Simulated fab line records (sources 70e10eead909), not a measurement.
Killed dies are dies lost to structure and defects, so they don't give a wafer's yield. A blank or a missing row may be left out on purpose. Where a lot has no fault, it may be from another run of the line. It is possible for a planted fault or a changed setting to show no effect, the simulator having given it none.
fab line records	flow nand_harc
[record] lots = 5	wafers = 15	last_day = 24
route steps=1159 shown P_ZERO_WELL@14 END@1159
lots that met no fault: taken from a fault-free run of the same line
start_h: the number of hours between the record's first day and the start of the first shown wafer of the lot	wait_h: hours elapsed since this lot's preceding step	" same as the row above	L1.1+2: one row covering several wafers at once	- either no value or no given start	* or withheld: withheld	< > ~ a bound
route shown NAME@n: NAME is a module with steps in the file, n the number in the route of the first one	usual: the fault-free wafers' mean and standard deviation	same: alike in all rows	chamber/n: place in a boat	sites: readings site by site	_std_site: the standard deviation of these	_edge_site: inner sites' mean taken away from outer sites' mean	radius_mm: how far each site lies from the wafer's centre	mask NAME#n: copy n	behind: the last tool/chamber to shape the wafer	hold: the reason the lot was held/the length of the hold in hours/how it ended	device: the n, p or np transistor that did not switch	end of line: tests of these same wafers at the route's end	a step without rows: its recipe alone	killed: dies lost to structure and defects at the first sort, not the wafer's yield	map: per-die view of a wafer (x killed, . not killed, _ where there is no die)
set.NAME: the setting that was run; set.NAME@STEP: the one run at that earlier step	model.NAME: the simulator's own value behind a step, which no gauge read
lots at selected steps of the route; one table per step, one row per wafer
services: from which hour (start_h, from the record's first day; less than 0 if before it) a tool's chamber was out of use, for how many hours, and why
[[steps]]
[step NHARC_P_ZERO_WELL_CD_MEAS_11]
[recipe] target_cd_nm = 500	landing_energy_ev = 500
[usual] cd_nm = 499.8/1.4
lot.wafer	tool	chamber	start_h	wait_h	cd_nm
L342.1	cd_sem-03	0	31.24	-	500.3
L342.2	"	0	"	"	498.2
L342.5	"	0	"	"	500.9
L344.1	cd_sem-02	0	43.24	-	498.1
L344.4	"	0	"	"	498.4
L344.6	"	0	"	"	497.7
L355.2	cd_sem-02	0	109.25	-	499.4
L355.4	"	0	"	"	499.2
L355.5	"	0	"	"	499.1
L357.1	cd_sem-02	0	121.25	-	501.0
L357.4	"	0	"	"	499.9
L357.5	"	0	"	"	500.4
L360.1	cd_sem-03	0	139.27	-	498.0
L360.3	"	0	"	"	498.3
L360.4	"	0	"	"	499.1
[step NHARC_P_ZERO_WELL_HARDBAKE_12]
[recipe] temp_c = 118	time_s = 65
[step NHARC_P_ZERO_WELL_DESCUM_13]
[recipe] time_s = 3	o2_flow_sccm = 200	ar_flow_sccm = 0	bias_power_w = 0	chemistry = O2
[usual] drypump_motor_current_A = 5.8/0.33	oes_product_au = 1.001/0.0078	rf_vpp_V = 57.8/0.76	showerhead_plenum_p_Torr = 1.91/0.088	throttle_valve_pct = 11.313/0.0097
lot.wafer	tool	chamber	start_h	wait_h	drypump_motor_current_A	oes_product_au	rf_hours_counter_h	rf_vpp_V	showerhead_plenum_p_Torr	throttle_valve_pct
L342.1	rie_diel-11	1	31.40	-	6.3	1.008	0.6	57.1	1.84	11.333
L342.2	"	2	"	"	5.9	1.022	0.6	57.3	2.02	11.318
L342.5	"	1	"	"	6.3	1.011	-	57.6	1.84	11.314
L344.4	rie_diel-11	0	43.40	-	6.1	1.016	2.0	57.6	1.90	11.319
L344.1	"	1	"	"	6.2	1.004	1.6	56.7	1.84	11.316
L344.6	"	1	"	"	6.2	1.002	-	57.9	1.84	11.326
L355.4	rie_diel-10	2	109.40	-	6.0	0.992	6.5	56.2	1.84	11.308
L355.2	"	0	"	"	5.8	1.004	6.8	58.8	2.01	11.304
L355.5	"	2	"	"	6.0	0.998	-	57.6	1.84	11.299
L357.4	rie_diel-11	2	121.41	-	5.9	1.000	6.3	57.2	2.02	11.311
L357.1	"	0	"	"	6.1	1.006	6.8	57.6	1.90	11.311
L357.5	"	2	"	"	5.9	1.005	-	57.9	2.02	11.320
L360.3	rie_diel-11	1	139.44	-	6.2	1.005	8.0	58.2	1.84	11.322
L360.1	"	2	"	"	5.9	1.012	7.2	58.1	2.02	11.324
L360.4	"	0	"	"	6.1	1.001	-	57.2	1.89	11.316
[step NHARC_P_ZERO_WELL_ETCH_65]
[recipe] target_depth_a = 800	overetch_a = 240	time_s = 87.88	ion_energy_ev = 200	n2_flow_sccm = 150	h2_flow_sccm = 150	ar_flow_sccm = 0	rf_w = 400	bias_w = 150	chemistry = N2/H2
[usual] drypump_motor_current_A = 5.8/0.35	h2_flow_sccm = 150.1/0.46	oes_product_au = 1.001/0.0088	rf_vpp_V = 430.7/2.8	showerhead_plenum_p_Torr = 2.04/0.096	throttle_valve_pct = 14.171/0.0085
lot.wafer	tool	chamber	start_h	wait_h	drypump_motor_current_A	h2_flow_sccm	oes_product_au	rf_hours_counter_h	rf_vpp_V	showerhead_plenum_p_Torr	throttle_valve_pct
L342.1	rie_diel-11	0	31.49	0.1	6.1	150.4	1.001	0.4	430.9	2.02	14.162
L342.2	"	1	"	"	6.2	149.7	1.011	0.6	426.7	1.96	14.188
L342.5	"	3	"	"	6.1	149.5	0.993	-	434.0	2.12	14.184
L344.4	rie_diel-11	1	43.49	0.1	6.2	151.1	1.006	1.6	427.2	1.96	14.175
L344.1	"	0	"	"	6.1	151.0	1.004	2.0	430.7	2.02	14.179
L344.6	"	1	"	"	6.3	150.3	1.017	-	426.5	1.96	14.182
L355.4	rie_diel-10	1	109.49	0.1	5.2	149.8	1.009	7.3	431.6	2.08	14.151
L355.2	"	3	"	"	6.0	149.6	1.004	6.3	425.3	1.91	14.169
L355.5	"	0	"	"	5.8	149.8	1.007	-	433.8	2.14	14.169
L357.4	rie_diel-11	2	121.49	0.1	5.9	150.0	1.002	6.3	434.3	2.16	14.173
L357.1	"	3	"	"	6.1	150.1	1.003	7.6	433.5	2.12	14.178
L357.5	"	2	"	"	5.9	150.3	1.009	-	433.4	2.16	14.168
L360.3	rie_diel-11	1	139.54	0.1	6.3	150.4	1.013	8.0	427.7	1.96	14.154
L360.1	"	0	"	"	6.1	149.7	1.013	7.6	430.9	2.02	14.161
L360.4	"	1	"	"	6.3	150.4	1.002	-	429.6	1.96	14.183
[step NHARC_P_ZERO_WELL_ETCH_62]
[recipe] target_depth_a = 130	time_s = 6.5	chf3_flow_sccm = 50	ar_flow_sccm = 200	rf_w = 500	bias_w = 200	chemistry = CHF3/Ar
[usual] drypump_motor_current_A = 5.8/0.33	oes_product_au = 0.962/0.013	rf_vpp_V = 370.9/2.4	showerhead_plenum_p_Torr = 2.36/0.1	throttle_valve_pct = 20.217/0.009
lot.wafer	tool	chamber	start_h	wait_h	drypump_motor_current_A	oes_product_au	rf_hours_counter_h	rf_vpp_V	showerhead_plenum_p_Torr	throttle_valve_pct
L342.1	rie_diel-11	3	-	-	6.1	0.975	0.5	373.4	2.43	20.209
L342.2	"	0	"	"	6.1	0.980	0.5	369.7	2.32	20.220
L342.5	"	3	"	"	6.1	0.968	-	372.5	2.43	20.212
L344.4	rie_diel-11	1	-	-	6.3	0.958	1.6	368.6	2.26	20.224
L344.1	"	3	"	"	6.1	0.964	2.3	372.5	2.43	20.200
L344.6	"	2	"	"	5.9	0.987	-	372.7	2.47	20.227
L355.2	rie_diel-10	1	-	-	5.2	0.955	7.3	371.5	2.39	20.216
L355.4	"	3	"	"	6.0	0.936	6.3	367.5	2.20	20.209
L355.5	"	1	"	"	5.2	0.955	-	371.9	2.39	20.206
L357.4	rie_diel-11	0	-	-	6.0	0.963	6.9	370.4	2.32	20.217
L357.1	"	3	"	"	6.1	0.947	7.6	373.3	2.43	20.213
L357.5	"	1	"	"	6.3	0.955	-	369.4	2.25	20.224
L360.3	rie_diel-11	1	-	-	6.2	0.974	8.0	368.2	2.25	20.213
L360.1	"	2	"	"	5.9	0.971	7.2	374.4	2.47	20.229
L360.4	"	1	"	"	6.2	0.979	-	368.5	2.25	20.210
[step NHARC_P_ZERO_WELL_ETCH_63]
[recipe] target_depth_a = 1200	time_s = 40.1	hbr_flow_sccm = 150	cl2_flow_sccm = 50	rf_w = 400	icp_w = 400	bias_w = 100	chemistry = HBr/Cl2
[usual] drypump_motor_current_A = 5.8/0.64	oes_product_au = 0.999/0.0067	throttle_valve_pct = 26.405/0.0089
lot.wafer	tool	chamber	start_h	wait_h	drypump_motor_current_A	oes_product_au	rf_hours_counter_h	throttle_valve_pct
L342.1	rie_si-05	0	31.66	-	6.8	1.000	0.9	26.404
L342.2	"	2	"	"	6.1	1.004	1.1	26.396
L342.5	"	2	"	"	6.0	1.005	-	26.397
L344.4	rie_si-03	1	43.66	-	5.6	0.999	0.3	26.418
L344.1	"	0	"	"	5.7	0.995	0.6	26.428
L344.6	"	2	"	"	4.9	0.987	-	26.411
L355.2	rie_si-03	0	109.67	-	5.7	1.004	1.1	26.397
L355.4	"	1	"	"	5.6	1.001	0.8	26.398
L355.5	"	0	"	"	5.7	0.994	-	26.412
L357.1	rie_si-03	1	121.68	-	5.5	0.997	1.0	26.394
L357.4	"	2	"	"	4.9	0.984	1.3	26.395
L357.5	"	0	"	"	5.7	1.000	-	26.411
L360.1	rie_si-03	0	139.75	-	5.6	0.998	1.5	26.408
L360.4	"	1	"	"	5.6	0.998	1.1	26.408
L360.3	"	2	"	"	4.9	0.995	1.4	26.390
[step NHARC_P_ZERO_WELL_STRIP_15]
[recipe] time_s = 900	temp_c = 130	chemistry = SPM
[step NHARC_P_ZERO_WELL_DEHYDRATE_16]
[recipe] temp_c = 150	time_s = 120
[step NHARC_P_ZERO_WELL_HMDS_17]
[recipe] time_s = 30
[step NHARC_P_ZERO_WELL_COAT_18]
[recipe] spin_rpm = withheld
[step NHARC_P_ZERO_WELL_SOFTBAKE_19]
[recipe] temp_c = 122	time_s = 95
[step NHARC_P_ZERO_WELL_EBR_20]
[step NHARC_P_ZERO_WELL_EXPOSE_21]
[recipe] na = 0.6	target_cd_nm = 720	dose_mj = 22.31	mask_id = P_NWELL
[same] na = 0.6
lot.wafer	tool	chamber	start_h	wait_h	mask
L342.1+2+5	krf_scanner-02	0	32.46	-	P_NWELL#0
L344.1+4+6	krf_scanner-04	0	44.43	-	P_PWELL#0
L355.2+4+5	krf_scanner-04	0	110.43	-	P_NWELL#0
L357.1+4+5	krf_scanner-02	0	122.44	-	P_NWELL#0
L360.1+3+4	krf_scanner-01	0	140.50	-	P_NWELL#0
[step NHARC_P_ZERO_WELL_PEB_22]
[recipe] peb_temp_c = 118	peb_time_s = 85
[step NHARC_P_ZERO_WELL_DEVELOP_23]
[recipe] time_s = 70
[step NHARC_P_ZERO_WELL_CD_MEAS_24]
[recipe] target_cd_nm = 720	landing_energy_ev = 500
[usual] cd_nm = 720.4/1.2
lot.wafer	tool	chamber	start_h	wait_h	cd_nm
L342.1	cd_sem-02	0	32.62	-	722.0
L342.2	"	0	"	"	722.8
L342.5	"	0	"	"	721.3
L344.1	cd_sem-03	0	44.58	-	-
L344.4	"	0	"	"	-
L344.6	"	0	"	"	-
L355.2	cd_sem-02	0	110.59	-	720.9
L355.4	"	0	"	"	721.3
L355.5	"	0	"	"	720.5
L357.1	cd_sem-03	0	122.59	-	720.9
L357.4	"	0	"	"	720.9
L357.5	"	0	"	"	723.2
L360.1	cd_sem-02	0	140.66	-	720.3
L360.3	"	0	"	"	720.6
L360.4	"	0	"	"	721.5
[step NHARC_P_ZERO_WELL_HARDBAKE_25]
[recipe] temp_c = 125	time_s = 80
[step NHARC_END_SORT_01]
[recipe] temp_c = 25
[usual] killed_at_array = 27/11	killed_at_other = 0.7/0.93	killed_at_periphery = 2.9/1.9	killed_dies = 30/11	killed_open = 3.1/1.7	killed_short = 1.9/1.3
[same] gross_dies = 677
lot.wafer	tool	chamber	start_h	wait_h	killed_at_array	killed_at_other	killed_at_periphery	killed_dies	killed_open	killed_short
L344.1	prober-01	0	463.74	2.5	31	2	644	677	3	3
L344.4	prober-01	0	466.14	3.4	42	1	634	677	2	4
L344.6	prober-01	0	467.74	4.0	31	0	646	677	1	3
L355.2	prober-01	0	550.39	2.8	32	0	3	35	6	3
L355.4	prober-01	0	551.97	3.4	37	1	0	38	2	1
L355.5	prober-01	0	552.76	3.7	23	0	3	26	2	1
// killed by level:class
L344.1 P_ZERO_WELL:area_expose=643 A_CHANNEL_HOLE_D1:chamber_film_flake=10 A_SLIT:chamber_film_flake=9 A_STAIRCASE:chamber_film_flake=3 A_ONON_D1:geometric_particle:short=2 A_ONON_D1:geometric_particle:open=2 THIN_TSV:chamber_film_flake=2 A_WL_FILL:chamber_film_flake=2
L344.4 P_ZERO_WELL:area_expose=629 A_CHANNEL_HOLE_D1:chamber_film_flake=13 A_SLIT:chamber_film_flake=12 A_STAIRCASE:chamber_film_flake=10 A_CONTACT:chamber_film_flake=3 A_SGD_CUT:geometric_particle:short=2 P_M0:geometric_particle:short=1 P_M0:geometric_particle:open=1
L344.6 P_ZERO_WELL:area_expose=645 A_CHANNEL_HOLE_D1:chamber_film_flake=15 A_SLIT:chamber_film_flake=10 A_CONTACT:chamber_film_flake=2 P_STI:geometric_particle:short=1 A_CHANNEL_FILL_D1:geometric_particle:short=1 A_CHANNEL_FILL_D1:geometric_particle:open=1 A_CONTACT:geometric_particle:short=1
L355.2 A_SLIT:chamber_film_flake=14 A_CHANNEL_HOLE_D1:chamber_film_flake=7 A_CONTACT:geometric_particle:open=2 A_CONTACT:chamber_film_flake=2 A_M1:chamber_film_flake=2 P_CONTACT:geometric_particle:open=1 P_M0:geometric_particle:short=1 A_ONON_D1:geometric_particle:short=1
L355.4 A_SLIT:chamber_film_flake=15 A_M1:chamber_film_flake=10 A_CHANNEL_HOLE_D1:chamber_film_flake=7 A_CONTACT:chamber_film_flake=2 A_ONON_D1:geometric_particle:short=1 A_ONON_D1:geometric_particle:open=1 A_M0:geometric_particle:open=1 THIN_TSV:chamber_film_flake=1
L355.5 A_SLIT:chamber_film_flake=13 A_M1:chamber_film_flake=4 A_CHANNEL_HOLE_D1:chamber_film_flake=3 A_CONTACT:chamber_film_flake=2 P_GATE:geometric_particle:open=1 P_M0:geometric_particle:open=1 A_ONON_D1:geometric_particle:short=1 P_STI:chamber_film_flake=1
// map L344.1 (x killed, . not)
____________x____________
_________xxxxxxx_________
_______xxxxxxxxxxx_______
______xxxxxxxxxxxxx______
_____xxxxxxxxxxxxxxx_____
____xxxxxxxxxxxxxxxxx____
____xxxxxxxxxxxxxxxxx____
___xxxxxxxxxxxxxxxxxxx___
___xxxxxxxxxxxxxxxxxxx___
__xxxxxxxxxxxxxxxxxxxxx__
__xxxxxxxxxxxxxxxxxxxxx__
_xxxxxxxxxxxxxxxxxxxxxxx_
_xxxxxxxxxxxxxxxxxxxxxxx_
_xxxxxxxxxxxxxxxxxxxxxxx_
_xxxxxxxxxxxxxxxxxxxxxxx_
_xxxxxxxxxxxxxxxxxxxxxxx_
xxxxxxxxxxxxxxxxxxxxxxxxx
xxxxxxxxxxxxxxxxxxxxxxxxx
xxxxxxxxxxxxxxxxxxxxxxxxx
xxxxxxxxxxxxxxxxxxxxxxxxx
xxxxxxxxxxxxxxxxxxxxxxxxx
_xxxxxxxxxxxxxxxxxxxxxxx_
_xxxxxxxxxxxxxxxxxxxxxxx_
_xxxxxxxxxxxxxxxxxxxxxxx_
_xxxxxxxxxxxxxxxxxxxxxxx_
_xxxxxxxxxxxxxxxxxxxxxxx_
__xxxxxxxxxxxxxxxxxxxxx__
__xxxxxxxxxxxxxxxxxxxxx__
___xxxxxxxxxxxxxxxxxxx___
___xxxxxxxxxxxxxxxxxxx___
____xxxxxxxxxxxxxxxxx____
____xxxxxxxxxxxxxxxxx____
_____xxxxxxxxxxxxxxx_____
______xxxxxxxxxxxxx______
_______xxxxxxxxxxx_______
_________xxxxxxx_________
____________x____________
// map L355.4 (x killed, . not)
____________x____________
_________.x.xx.._________
_______.x.xxx.x..._______
______..x....x.....______
_____....x...x......_____
____......xxx........____
____.......x.........____
___...................___
___...................___
__..x..................__
__......x..............__
_......................._
_......................._
_........x.xx..........._
_......................._
_.........xx............_
.........................
..........x.x............
.........................
.........................
.........................
_................xxx...._
_...............x......._
_......................x_
_..............x........_
_.................x....._
__...............x.....__
__.....................__
___..............x....___
___........x..........___
____........x........____
____......x..........____
_____..............._____
______.............______
_______..........._______
_________......._________
____________.____________
[[services]]
tool	chamber	start_h	hours	kind
rie_diel-11	-	12.59	9.0	pm
rie_diel-11	0	12.59	9.0	vent_cycle
rie_diel-11	1	12.59	9.0	vent_cycle
rie_diel-11	2	12.59	9.0	vent_cycle
rie_diel-11	3	12.59	9.0	vent_cycle
rie_diel-10	1	17.22	1.5	repair
rie_si-03	1	19.30	12.7	repair
rie_diel-11	0	21.59	-	clean
rie_diel-11	1	21.59	-	clean
rie_si-05	3	30.81	22.5	repair
krf_scanner-02	-	38.00	4.0	pm
rie_diel-11	0	58.41	2.0	repair
rie_si-05	-	62.00	9.0	pm
krf_scanner-01	-	70.32	0.6	repair
rie_diel-10	2	72.20	15.8	repair
krf_scanner-01	-	84.00	4.0	pm
rie_si-05	-	86.05	0.8	repair
krf_scanner-02	-	94.89	2.5	repair
rie_diel-11	2	94.90	7.3	repair
rie_diel-10	3	102.31	4.6	repair
krf_scanner-02	-	105.24	1.7	repair
rie_diel-10	-	118.42	4.4	repair
krf_scanner-04	-	126.00	4.0	pm
rie_diel-11	3	139.44	3.0	repair
[[key]]
[first_sign] step = NHARC_P_ZERO_WELL_EXPOSE_21	reading = mask	direction = changed
[effect] step = NHARC_P_ZERO_WELL_CD_MEAS_24	reading = cd_nm	direction = missing
[effect] step = NHARC_END_SORT_01	reading = killed_at_periphery	direction = up	sigmas = 99+	usual = 2.9	struck = 641.3
[more_kills_born_at] NHARC_P_ZERO_WELL_EXPOSE_21@krf_scanner-04 = 1917
met_at NHARC_P_ZERO_WELL_EXPOSE_21
struck_wafers L344.1,L344.4,L344.6
later_rows_left_out L344.1,L344.4,L344.6
tester_left_out L344
[fault] kind = wrong_mask	tool = any	chamber = -	onset_h = 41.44	steps = NHARC_P_ZERO_WELL_EXPOSE_21	aux_copy = P_PWELL#0	scope = struck_lots_only
// tester_left_out: of these lots the tester's yield and bins aren't shown, on N5 and GAA mostly nor the transistor test; their killed dies are dies lost to structure and defects alone, not to doping, threshold or leakage, so they don't give the yield
// later_rows_left_out: the simulator's readings of these wafers behind a module that went badly wrong aren't trusted and aren't shown, but for the sort
